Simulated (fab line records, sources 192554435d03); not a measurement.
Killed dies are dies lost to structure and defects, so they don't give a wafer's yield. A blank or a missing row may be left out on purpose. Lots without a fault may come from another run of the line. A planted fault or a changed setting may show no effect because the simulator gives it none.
fab line records | flow n5_finfet
record lots=8 wafers=24 last_day=18
route steps=1938 shown FIN_SAQP@98 BEOL_M4@1111 PASSIVATION@1936
lots that met no fault: from a run of the same line without faults
start_h: hours from the record's first day to the start of the lot's first wafer shown | wait_h: hours since the lot's step before | " the same as in the row above | L1.1+2: a row that stands for several wafers | - no value, or no start given | * or withheld: withheld | < > ~ a bound
route shown NAME@n: a module of which the file shows steps, and the number in the route of the first | usual: mean/standard deviation of fault-free wafers | same: alike in all rows | chamber/n: place in a boat | sites: the reading at each site | _std_site: their standard deviation | _edge_site: outer sites' mean less inner sites' | radius_mm: how far each site lies from the wafer's centre | mask NAME#n: copy n | behind: the tool/chamber that last shaped the wafer | hold: why the lot was held/for how many hours/how that ended | device: the transistor (n, p or np) that didn't switch | end of line: the same wafers' tests at the end of the route | a step without rows: its recipe alone | killed: dies lost to structure and defects at the first sort, not the wafer's yield | map: a wafer's dies, x killed, . not, _ none there
set.NAME: the setting as run; set.NAME@STEP: as run at that earlier step | model.NAME: the simulator's own value behind a step, which no gauge read
steps of the route over a sample of lots; a table a step, a row a wafer
services: from which hour (start_h, from the record's first day; less than 0 if before it) a tool's chamber was out of use, for how many hours, and why
## steps
# step N5_FIN_SAQP_PECVD_47
# recipe material=a-Si target_thk_a=450 temp_c=400 precursor=SiH4/He pressure_torr=3 rf_w=100 time_s=36.3
# usual heater_power_w=918/140 showerhead_plenum_p_Torr=5.67/0.057 throttle_valve_pct=18.6/1.6
# columns lot.wafer tool chamber start_h wait_h heater_power_w showerhead_plenum_p_Torr throttle_valve_pct
L308.3 pecvd-04 0 75.36 0.0 951 5.71 17.9
L308.5 " 0 " " 952 5.72 17.4
L308.6 " 1 " " 978 5.64 18.2
L309.2 pecvd-03 2 81.37 0.0 712 5.70 17.1
L309.3 " 1 " " 922 5.55 18.9
L309.5 " 1 " " 930 5.56 18.8
L312.1 pecvd-01 0 102.16 0.0 1277 5.66 22.4
L312.3 " 1 " " 887 5.71 17.9
L312.6 " 2 " " 839 5.66 17.8
L313.1 pecvd-04 2 104.95 0.0 841 5.61 16.8
L313.5 " 0 " " 835 5.74 17.7
L313.6 " 2 " " 855 5.61 17.1
L314.2 pecvd-01 1 111.33 0.0 940 5.71 17.7
L314.5 " 2 " " 810 5.66 18.0
L314.6 " 1 " " 928 5.71 18.0
L315.1 pecvd-04 0 118.75 0.0 945 5.74 17.8
L315.3 " 1 " " 916 5.65 18.2
L315.4 " 1 " " 920 5.64 18.3
L321.1 pecvd-03 2 153.43 0.0 674 5.71 17.2
L321.2 " 1 " " 868 5.56 19.4
L321.4 " 0 " " 1054 5.74 19.3
L322.2 pecvd-03 1 159.08 0.0 1013 5.55 18.9
L322.3 " 1 " " 1021 5.54 19.1
L322.5 " 0 " " 1077 5.72 19.4
# step N5_FIN_SAQP_OVL_MEAS_17
# recipe points_per_wafer=44
# usual FIN_CORE_OVL=-0.1/0.89
# columns lot.wafer tool chamber start_h wait_h FIN_CORE_OVL[nm]
L308.3 overlay-01 0 76.05 0.0 0.3
L308.5 " 0 " " 0.8
L308.6 " 0 " " -0.5
L309.2 overlay-01 0 82.07 0.0 0.3
L309.3 " 0 " " 2.3
L309.5 " 0 " " -0.5
L312.1 overlay-01 0 102.73 0.0 -0.6
L312.3 " 0 " " 0.0
L312.6 " 0 " " -0.1
L313.1 overlay-02 0 105.52 0.0 -1.4
L313.5 " 0 " " -2.1
L313.6 " 0 " " -1.6
L314.2 overlay-01 0 112.02 0.0 -0.4
L314.5 " 0 " " -0.9
L314.6 " 0 " " 0.3
L315.1 overlay-02 0 119.32 0.0 -0.4
L315.3 " 0 " " -1.0
L315.4 " 0 " " 1.1
L321.1 overlay-02 0 154.00 0.0 0.0
L321.2 " 0 " " 1.1
L321.4 " 0 " " -0.6
L322.2 overlay-01 0 159.72 0.0 1.8
L322.3 " 0 " " 0.2
L322.5 " 0 " " 1.2
# step N5_FIN_SAQP_MANDREL_ETCH_22
# recipe target_depth_a=600 chemistry=HBr/Cl2 target=a-Si stop_on=SiNx bt_time_s=10 over_etch_frac=0.5 time_s=30 pressure_mtorr=10 icp_w=800 bias_w=75 HBr_flow_sccm=150 Cl2_flow_sccm=80 ends=end_point
# usual HBr_flow_sccm=150.1/0.44 bias_w=75.00/0.22 drypump_motor_current_A=5.5/0.41 oes_product_au=0.773/0.018 throttle_valve_pct=35.36/0.24
# columns lot.wafer tool chamber start_h wait_h HBr_flow_sccm bias_w drypump_motor_current_A oes_product_au rf_hours_counter_h throttle_valve_pct
L308.3 rie_si-01 1 76.53 0.0 149.2 74.99 6.3 0.769 62 35.32
L308.5 " 2 " " 149.8 74.68 5.0 0.748 - 35.55
L308.6 " 1 " " 149.2 75.14 6.3 0.770 - 35.32
L309.2 rie_si-03 1 83.00 0.0 150.1 75.18 5.6 0.774 180 35.09
L309.3 " 3 " " 149.6 74.56 5.3 0.787 113 35.21
L309.5 " 1 " " 150.4 75.12 5.7 0.784 - 35.05
L312.1 rie_si-01 2 103.42 0.0 149.8 75.11 5.1 0.758 46 35.52
L312.3 " 3 " " 149.6 74.79 6.2 0.769 181 35.16
L312.6 " 1 " " 150.0 74.98 6.3 0.787 - 35.30
L313.1 rie_si-01 0 105.86 0.0 - - - - - -
L313.5 " 1 " " - - - - - -
L313.6 " 2 " " - - - - - -
L314.2 rie_si-01 0 112.36 0.0 - - - - - -
L314.5 " 3 " " - - - - - -
L314.6 " 2 " " - - - - - -
L315.1 rie_si-03 2 119.66 0.0 - - - - - -
L315.3 " 3 " " - - - - - -
L315.4 " 0 " " - - - - - -
L321.1 rie_si-03 3 154.34 0.0 150.8 75.21 5.3 0.785 114 35.19
L321.2 " 1 " " 149.4 74.86 5.7 0.784 182 35.07
L321.4 " 0 " " 149.9 74.92 5.0 0.797 54 35.48
L322.2 rie_si-03 1 160.06 0.0 150.4 74.94 5.7 0.784 182 35.07
L322.3 " 0 " " 149.8 75.12 4.9 0.790 54 35.47
L322.5 " 2 " " 150.2 75.01 5.3 0.750 - 35.72
# step N5_FIN_SAQP_SPACER1_ETCHBACK_25
# recipe chemistry=CHF3/O2 mode=anisotropic_etchback target=SiO2 target_depth_a=244 time_s=12.2 pressure_mtorr=30 source_w=650 bias_w=170 Ar_flow_sccm=200 CHF3_flow_sccm=50 O2_flow_sccm=5 ion_energy_ev=200
# usual drypump_motor_current_A=5.7/0.41 oes_f_703_au=0.74/0.062 oes_product_au=0.75/0.068 rf_vpp_V=526/7.4 showerhead_plenum_p_Torr=2.41/0.084 throttle_valve_pct=19.00/0.24
# columns lot.wafer tool chamber start_h wait_h drypump_motor_current_A oes_f_703_au oes_product_au rf_hours_counter_h rf_vpp_V showerhead_plenum_p_Torr throttle_valve_pct
L308.3 rie_diel-06 3 78.78 0.4 5.5 0.68 0.67 243 523 2.38 19.47
L308.5 " 2 " " 5.3 0.70 0.70 - 536 2.47 18.93
L308.6 " 1 " " 5.5 0.70 0.70 - 515 2.36 18.78
L309.2 rie_diel-01 1 84.71 0.4 5.3 0.74 0.73 186 521 2.30 19.37
L309.3 " 3 " " 5.5 0.74 0.75 162 526 2.40 18.84
L309.5 " 0 " " 5.5 0.74 0.75 - 528 2.51 18.89
L312.1 rie_diel-01 0 104.99 0.4 5.5 0.73 0.75 150 528 2.51 18.88
L312.3 " 2 " " 5.8 0.72 0.72 178 513 2.40 19.01
L312.6 " 1 " " 5.3 0.74 0.73 - 520 2.30 19.37
L313.1 rie_diel-03 1 107.63 0.5 5.7 0.72 0.27 224 521 2.50 19.19
L313.5 " 3 " " 6.6 0.86 0.33 - 536 2.55 18.58
L313.6 " 0 " " 5.3 0.73 0.29 - 528 2.32 18.79
L314.2 rie_diel-06 2 113.89 0.4 5.3 0.69 0.27 230 536 2.46 18.84
L314.5 " 2 " " 5.4 0.69 0.27 - 536 2.46 18.86
L314.6 " 1 " " 5.5 0.68 0.26 - 514 2.35 18.69
L315.1 rie_diel-06 1 121.77 0.4 5.5 0.68 0.26 250 515 2.35 18.69
L315.3 " 2 " " 5.3 0.68 0.26 233 536 2.46 18.84
L315.4 " 1 " " 5.4 0.69 0.26 - 516 2.35 18.68
L321.1 rie_diel-03 2 156.81 0.4 5.7 0.93 0.95 5 533 2.58 18.93
L321.2 " 1 " " 5.7 0.71 0.68 240 522 2.49 19.34
L321.4 " 3 " " 6.6 0.83 0.83 64 535 2.54 18.72
L322.2 rie_diel-01 3 161.90 0.4 5.5 0.72 0.74 189 527 2.39 18.86
L322.3 " 0 " " 5.5 0.72 0.74 169 527 2.50 18.91
L322.5 " 1 " " 5.3 0.72 0.72 - 522 2.30 19.42
# step N5_FIN_SAQP_MANDREL1_REMOVE_56
# recipe chemistry=HBr/Cl2/O2 bt_time_s=10 target=a-Si stop_on=SiNx endpoint=OES-SiCl over_etch_frac=1 icp_w=600 bias_w=22 HBr_flow_sccm=150 Cl2_flow_sccm=80 O2_flow_sccm=5 pressure_mtorr=10
# usual HBr_flow_sccm=150.0/0.49 drypump_motor_current_A=5.5/0.42 oes_product_au=1.002/0.023 throttle_valve_pct=36.73/0.26
# columns lot.wafer tool chamber start_h wait_h HBr_flow_sccm drypump_motor_current_A oes_product_au rf_hours_counter_h throttle_valve_pct
L308.3 rie_si-03 1 78.87 0.1 150.4 5.7 1.005 180 36.39
L308.5 " 0 " " 149.7 5.0 1.022 - 36.84
L308.6 " 1 " " 150.1 5.7 1.006 - 36.40
L309.2 rie_si-01 2 84.80 0.1 149.5 5.0 0.964 46 36.87
L309.3 " 1 " " 150.6 6.3 1.006 62 36.69
L309.5 " 1 " " 149.9 6.3 1.002 - 36.67
L312.1 rie_si-03 2 105.08 0.1 149.6 5.3 0.972 7 37.08
L312.3 " 3 " " 149.6 5.2 1.041 113 36.53
L312.6 " 3 " " 150.2 5.2 1.043 - 36.55
L313.1 rie_si-01 1 107.72 0.1 150.0 6.3 1.013 62 36.68
L313.5 " 2 " " 149.9 5.0 0.976 - 36.89
L313.6 " 1 " " 149.4 6.3 1.007 - 36.67
L314.2 rie_si-01 3 113.97 0.1 150.2 6.1 0.984 181 36.46
L314.5 " 1 " " 150.5 6.3 1.014 - 36.68
L314.6 " 2 " " 149.5 5.1 0.963 - 36.88
L315.1 rie_si-03 1 121.85 0.1 150.6 5.7 1.012 181 36.40
L315.3 " 2 " " 149.5 5.3 0.972 7 37.06
L315.4 " 3 " " 150.3 5.3 1.046 114 36.54
L321.1 rie_si-03 0 156.90 0.1 150.6 5.0 1.033 54 36.84
L321.2 " 2 " " 150.1 5.3 0.964 8 37.08
L321.4 " 3 " " 149.1 5.3 1.037 114 36.54
L322.2 rie_si-01 0 161.99 0.1 149.9 5.6 0.958 113 36.56
L322.3 " 2 " " 150.5 5.0 0.970 47 36.89
L322.5 " 2 " " 150.0 5.1 0.963 - 36.88
# step N5_FIN_SAQP_CD_MEAS_27
# recipe target_cd_nm=20 landing_energy_ev=1000 detector=se_inlens polarity=line
# usual cd_nm=20.36/0.23
# columns lot.wafer tool chamber start_h wait_h cd_nm
L308.3 cd_sem-03 0 78.98 0.1 20.10
L308.5 " 0 " " 20.27
L308.6 " 0 " " 20.59
L309.2 cd_sem-01 0 84.91 0.1 20.22
L309.3 " 0 " " 19.80
L309.5 " 0 " " 20.32
L312.1 cd_sem-02 0 105.19 0.1 20.39
L312.3 " 0 " " 20.25
L312.6 " 0 " " 20.34
L313.1 cd_sem-02 0 107.83 0.1 -
L313.5 " 0 " " -
L313.6 " 0 " " -
L314.2 cd_sem-02 0 114.09 0.1 -
L314.5 " 0 " " -
L314.6 " 0 " " -
L315.1 cd_sem-03 0 121.96 0.1 -
L315.3 " 0 " " -
L315.4 " 0 " " -
L321.1 cd_sem-03 0 157.01 0.1 20.02
L321.2 " 0 " " 20.19
L321.4 " 0 " " 20.24
L322.2 cd_sem-01 0 162.10 0.1 20.48
L322.3 " 0 " " 20.46
L322.5 " 0 " " 20.27
# step N5_BEOL_M4_RC_MEAS_101
# usual DIBL_N=36.4/1.6 DIBL_P=36.2/1.8 IOFF_N=0.159/0.029 IOFF_P=0.21/0.034 ION_N=670/12 ION_P=459/8.2 SS_N=71.5/0.59 SS_P=73.2/0.54 VT_N=250/3.3 VT_P=-250/3.7
# columns lot.wafer tool chamber start_h wait_h DIBL_N[mV/V] DIBL_P[mV/V] IOFF_N[nA/um] IOFF_P[nA/um] ION_N[uA/um] ION_P[uA/um] SS_N[mV/dec] SS_P[mV/dec] VT_N[mV] VT_P[mV]
L308.3 prober-01 0 225.27 0.3 38.3 37.5 0.176 0.27 669 462 71.5 74.3 248 -245
L308.5 " 0 " " 38.0 36.8 0.173 0.24 692 473 71.6 73.7 247 -248
L308.6 " 0 " " 38.2 37.1 0.184 0.26 678 468 71.8 74.1 247 -243
L309.2 prober-02 0 251.78 0.2 37.8 38.0 0.182 0.23 673 463 71.8 73.8 250 -252
L309.3 " 0 " " 37.7 36.4 0.181 0.19 684 456 72.6 73.7 249 -254
L309.5 " 0 " " 35.8 34.1 0.142 0.16 659 445 71.4 72.9 253 -255
L312.1 prober-02 0 278.25 0.0 39.6 38.4 0.228 0.24 701 467 72.1 73.0 246 -248
L312.3 " 0 " " 37.1 35.3 0.165 0.20 671 455 71.9 73.3 248 -252
L312.6 " 0 " " 38.9 36.7 0.199 0.22 681 456 71.9 73.1 248 -251
L321.1 prober-01 0 331.48 0.0 36.1 37.1 0.157 0.22 657 458 71.7 73.4 253 -250
L321.2 " 0 " " 37.3 39.1 0.196 0.26 689 472 71.7 73.6 247 -248
L321.4 " 0 " " 33.1 34.9 0.117 0.19 652 460 70.8 72.5 253 -250
L322.2 prober-02 0 335.34 0.2 37.0 37.7 0.179 0.27 671 468 72.1 73.9 248 -245
L322.3 " 0 " " 32.8 33.8 0.114 0.20 657 466 70.8 72.3 255 -246
L322.5 " 0 " " 32.9 34.5 0.119 0.23 660 464 70.8 73.0 249 -247
# step N5_PASSIVATION_PROBE_49
# usual defect_limited_yield=91.1/1.5 killed_at_M0_to_M3=33/9.9 killed_at_M4_up=14/5.2 killed_at_contacts=12/6.7 killed_at_front_end=43/13 killed_at_other=3.4/2.7 killed_dies=105/17 killed_on_rim=14/4.2 killed_open=69/13 killed_short=33/7.5 sort_bin_5_function=5.2/0.91 sort_bin_6_memory=3.3/0.71 sort_n_pass=1075/17 sort_yield_pct=91.1/1.5
# same gross_dies=1180 killed_at_back_side=0 sort_bin_4_leakage[%]=0 sort_bin_8_speed[%]=0
# columns lot.wafer tool chamber start_h wait_h defect_limited_yield[%] killed_at_M0_to_M3 killed_at_M4_up killed_at_contacts killed_at_front_end killed_at_other killed_dies killed_on_rim killed_open killed_short sort_bin_5_function[%] sort_bin_6_memory[%] sort_n_pass sort_yield_pct[%]
L308.3 prober-02 - 328.17 0.1 92.4 40 14 5 29 2 90 11 66 24 4.7 2.7 1090 92.4
L308.5 prober-02 - 328.27 0.2 91.9 34 16 6 27 12 95 15 52 43 4.5 3.0 1085 91.9
L308.6 prober-02 - 328.32 0.3 92.6 39 11 7 28 2 87 10 54 32 4.9 2.1 1093 92.6
L313.1 prober-02 - 360.23 0.0 0 43 7 15 1112 3 1180 152 59 37 97.2 2.6 0 0
L313.5 prober-02 - 360.43 0.2 0 30 16 5 1123 6 1180 152 52 31 97.4 2.4 0 0
L313.6 prober-02 - 360.48 0.3 0 29 10 21 1119 1 1180 152 57 31 97.5 2.5 0 0
L314.2 prober-01 - 384.05 0.8 0 28 10 7 1134 1 1180 152 50 24 97.4 2.4 0 0
L314.5 prober-01 - 384.20 1.0 0 35 6 4 1135 0 1180 152 75 23 97.4 2.5 0 0
L314.6 prober-01 - 384.25 1.0 0 17 12 0 1150 1 1180 152 46 36 97.1 2.7 0 0
L315.1 prober-01 - 396.81 0.0 0 47 27 17 1086 3 1180 152 86 25 96.2 3.4 0 0
L315.3 prober-01 - 396.91 0.1 0 42 21 18 1090 9 1180 152 87 39 95.3 4.2 0 0
L315.4 prober-01 - 396.96 0.2 0 38 20 5 1115 2 1180 152 60 21 97.5 2.2 0 0
# killed by level:class
L308.3 FIN_SAQP:geometric_particle:open=12 BEOL_M3:geometric_particle:open=12 BEOL_M0_SAQP:geometric_particle:short=11 BEOL_M0_SAQP:geometric_particle:open=8 BEOL_M4:geometric_particle:open=6 BEOL_M2:geometric_particle:open=4 GATE_CUT:geometric_particle:open=3 MOL_CONTACT_COAG:geometric_particle:open=3
L308.5 BEOL_M0_SAQP:geometric_particle:short=17 BEOL_M3:geometric_particle:open=7 PAD_METAL:geometric_particle:open=7 BEOL_M0_SAQP:geometric_particle:open=5 BEOL_M4:geometric_particle:open=5 GATE_CUT:geometric_particle:short=4 MOL_CONTACT_COAG:geometric_particle:open=4 FIN_SAQP:geometric_particle:short=3
L308.6 BEOL_M0_SAQP:geometric_particle:short=11 BEOL_M0_SAQP:geometric_particle:open=9 FIN_SAQP:geometric_particle:short=6 BEOL_M2:geometric_particle:open=6 FIN_SAQP:geometric_particle:open=5 MOL_CONTACT_COAG:geometric_particle:open=5 BEOL_M3:geometric_particle:open=5 BEOL_M4:geometric_particle:open=5
L313.1 FIN_SAQP:area_etch=1082 BEOL_M0_SAQP:geometric_particle:short=14 MOL_CONTACT_COAG:geometric_particle:open=10 BEOL_M0_SAQP:geometric_particle:open=9 BEOL_M1:geometric_particle:open=8 FIN_SAQP:geometric_particle:open=7 BEOL_M2:geometric_particle:open=7 FIN_SAQP:geometric_particle:short=6
L313.5 FIN_SAQP:area_etch=1096 FIN_SAQP:geometric_particle:short=8 BEOL_M1:geometric_particle:open=8 BEOL_M2:geometric_particle:open=8 FIN_SAQP:geometric_particle:open=7 BEOL_M4:geometric_particle:open=7 MIM_TOP_ETCH:geometric_particle:short=5 BEOL_M0_SAQP:geometric_particle:open=4
L313.6 FIN_SAQP:area_etch=1092 MOL_CONTACT_COAG:geometric_particle:open=19 FIN_SAQP:geometric_particle:short=7 BEOL_M0_SAQP:geometric_particle:short=6 BEOL_M0_SAQP:geometric_particle:open=6 FIN_SAQP:geometric_particle:open=5 BEOL_M1:geometric_particle:open=5 STI_FIN_REVEAL:geometric_particle:open=4
L314.2 FIN_SAQP:area_etch=1106 BEOL_M2:geometric_particle:open=18 GATE_CUT:geometric_particle:short=5 FIN_SAQP:geometric_particle:open=4 GATE_CUT:geometric_particle:open=4 MOL_CONTACT_COAG:geometric_particle:open=4 STARTING-WAFER:geometric_particle:open=4 BEOL_M2:geometric_particle:short=4
L314.5 FIN_SAQP:area_etch=1082 STI_FIN_REVEAL:geometric_particle:open=22 BEOL_M2:geometric_particle:open=17 FIN_SAQP:geometric_particle:open=13 BEOL_M0_SAQP:geometric_particle:short=6 FIN_SAQP:geometric_particle:short=5 STI_FIN_REVEAL:geometric_particle:short=4 DUMMY_GATE:geometric_particle:open=4
L314.6 FIN_SAQP:area_etch=1097 FIN_SAQP:geometric_particle:short=14 STI_FIN_REVEAL:geometric_particle:open=8 GATE_CUT:geometric_particle:short=8 BEOL_M1:geometric_particle:open=6 FIN_SAQP:geometric_particle:open=5 STARTING-WAFER:geometric_particle:short=5 BEOL_M2:geometric_particle:open=5
L315.1 FIN_SAQP:area_etch=1068 BEOL_M0_SAQP:geometric_particle:open=16 MOL_CONTACT_COAG:geometric_particle:open=13 BEOL_M2:geometric_particle:open=12 BEOL_M4:geometric_particle:open=12 BEOL_M0_SAQP:geometric_particle:short=6 BEOL_M1:geometric_particle:open=6 BEOL_M4:geometric_particle:short=5
L315.3 FIN_SAQP:area_etch=1053 MOL_CONTACT_COAG:geometric_particle:open=16 BEOL_M3:geometric_particle:open=12 BEOL_M0_SAQP:geometric_particle:short=10 STI_FIN_REVEAL:geometric_particle:open=9 BEOL_M0_SAQP:geometric_particle:open=8 BEOL_M4:geometric_particle:open=7 FIN_SAQP:geometric_particle:short=5
L315.4 FIN_SAQP:area_etch=1097 BEOL_M4:geometric_particle:open=12 BEOL_M0_SAQP:geometric_particle:short=8 BEOL_M0_SAQP:geometric_particle:open=7 BEOL_M3:geometric_particle:open=7 BEOL_M0:geometric_particle:open=6 STI_FIN_REVEAL:geometric_particle:open=5 BEOL_M2:geometric_particle:open=5
## services
# columns tool chamber start_h hours kind
rie_diel-01 1 95.89 7.1 repair
rie_diel-06 3 104.22 - clean
rie_diel-06 3 104.22 - consumable_replace:focus_ring
rie_diel-06 3 104.22 26.0 scheduled_down
rie_diel-06 3 104.22 26.0 vent_cycle
rie_diel-06 - 127.09 0.4 repair
rie_diel-03 2 127.13 - clean
rie_diel-03 2 127.13 - consumable_replace:focus_ring
rie_diel-03 2 127.13 - consumable_replace:showerhead
rie_diel-03 2 127.13 11.0 scheduled_down
rie_diel-03 2 127.13 11.0 vent_cycle
rie_diel-06 1 130.24 - clean
rie_diel-06 1 130.24 - consumable_replace:focus_ring
rie_diel-06 1 130.24 18.3 scheduled_down
rie_diel-06 1 130.24 18.3 vent_cycle
rie_si-03 1 130.58 2.0 repair
pecvd-03 1 132.31 3.7 repair
pecvd-01 - 145.35 0.5 repair
pecvd-03 2 154.16 5.0 repair
pecvd-01 - 157.26 0.6 repair
## key
first_sign step=N5_FIN_SAQP_MANDREL_ETCH_22 reading=tool_record direction=missing
effect step=N5_FIN_SAQP_SPACER1_ETCHBACK_25 reading=oes_product_au direction=down sigmas=7 usual=0.75 struck=0.27
effect step=N5_FIN_SAQP_CD_MEAS_27 reading=cd_nm direction=missing
effect step=N5_PASSIVATION_PROBE_49 reading=sort_bin_5_function direction=up sigmas=99+ usual=5.2 struck=97.0
more_kills_born_at N5_FIN_SAQP_MANDREL_ETCH_22@rie_si-01=6555 N5_FIN_SAQP_MANDREL_ETCH_22@rie_si-03=3218
met_at N5_FIN_SAQP_MANDREL_ETCH_22
struck_lots L313,L314,L315
later_rows_left_out L313.1,L313.5,L313.6,L314.2,L314.5,L314.6,L315.1,L315.3,L315.4
not_acting_at N5_FIN_SAQP_PECVD_47,N5_FIN_SAQP_OVL_MEAS_17,N5_FIN_SAQP_MANDREL1_REMOVE_56
onset_between 103.42 105.86
fault kind=skipped_step_whole tool=rie_si-01,rie_si-03 chamber=- onset_h=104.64 steps=N5_FIN_SAQP_MANDREL_ETCH_22 scope=struck_lots_only
# later_rows_left_out: the simulator's readings of these wafers behind a module that went badly wrong aren't trusted and aren't shown, but for the sort
